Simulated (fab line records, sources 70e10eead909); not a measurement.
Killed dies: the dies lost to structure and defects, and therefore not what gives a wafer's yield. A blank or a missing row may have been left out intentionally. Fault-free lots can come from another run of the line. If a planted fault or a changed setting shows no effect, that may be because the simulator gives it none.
Matching of chambers	flow nand harc	NHARC_THIN_TSV_CMP_01 on cmp-03: 4 sister chambers
The step polishes. 4 wafers are shown with their chamber, then 7 later ones without.

== WAFERS PAIRED WITH THEIR CHAMBERS ==
wafer	chamber	motor current A (A)
L542.5	3	13.1
L544.6	0	12.4
L549.1	2	10.8
L549.2	1	10.7

== WAFERS WITHOUT THEIR CHAMBER ==
wafer	motor current A (A)
L549.3	12.6
L548.1	11.1
L548.2	10.5
L548.3	12.0
L553.2	11.0
L553.3	13.1
L553.6	10.3

== WHICH CHAMBER EACH WENT THROUGH ==
wafer	from the rows above	in truth
L549.3	can't be placed: 0 or 3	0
L548.1	can't be placed: 2 or 1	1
L548.2	can't be placed: 1 or 2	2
L548.3	0	0
L553.2	can't be placed: 2 or 1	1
L553.3	3	3
L553.6	can't be placed: 1 or 2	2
Correct placement for 2 of the 7. Can't be placed from these rows: 5 (the true chamber is among the candidates in 5). Number placed wrongly: 0.
How it was worked out, from the rows above alone: a wafer's distance from a chamber is the root of the sum, over the readings, of the square of ((its reading less the chamber's mean) divided by the reading's scatter). If the next closest chamber is less than 2 further off than the closest, the wafer can't be placed; otherwise it belongs to the closest. A chamber's mean is the mean of its shown wafers. The scatter: with one shown wafer a chamber, the root of the mean of the squares of how far each hidden wafer lies from its nearest shown one.
